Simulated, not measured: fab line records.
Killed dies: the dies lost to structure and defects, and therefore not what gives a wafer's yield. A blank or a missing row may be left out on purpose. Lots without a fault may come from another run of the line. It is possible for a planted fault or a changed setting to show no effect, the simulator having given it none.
Chamber matching ; flow n5_finfet ; N5_BEOL_M9_DESCUM_33 on rie_diel-01 has 4 sister chambers
The step chemistry O2, time 7 s. 4 wafers are shown with their chamber, then 8 later ones without.

## EACH WAFER AND ITS CHAMBER
wafer;chamber;throttle_valve_pct (%)
L086.1;1;19.88
L086.2;0;20.47
L086.4;2;20.61
L091.1;3;20.36

## WAFERS MISSING THEIR CHAMBER
wafer;throttle_valve_pct (%)
L091.2;19.90
L091.6;19.91
L095.1;20.50
L095.2;20.63
L095.6;20.62
L097.1;19.92
L097.2;20.52
L097.5;20.64

## THE CHAMBER EACH PASSED THROUGH
wafer;from the rows above;in truth
L091.2;1;1
L091.6;1;1
L095.1;0;0
L095.2;2;2
L095.6;2;2
L097.1;1;1
L097.2;can't be placed: 0 or 2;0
L097.5;2;2
Correctly placed: 7 of 8. From these rows, 1 cannot be placed; in 1 the true chamber is one of the candidates. 0 placed wrongly.
How it was worked out, from the rows above alone: a wafer's distance from a chamber is the root of the sum, over the readings, of the square of ((its reading less the chamber's mean) divided by the reading's scatter). The wafer belongs to the nearest chamber; if the next one is less than 2 further off, it can't be placed. A chamber's mean is the mean of its shown wafers. The scatter (one wafer shown for each chamber): square how far every hidden wafer sits from the nearest shown wafer, average those squares and take the square root.
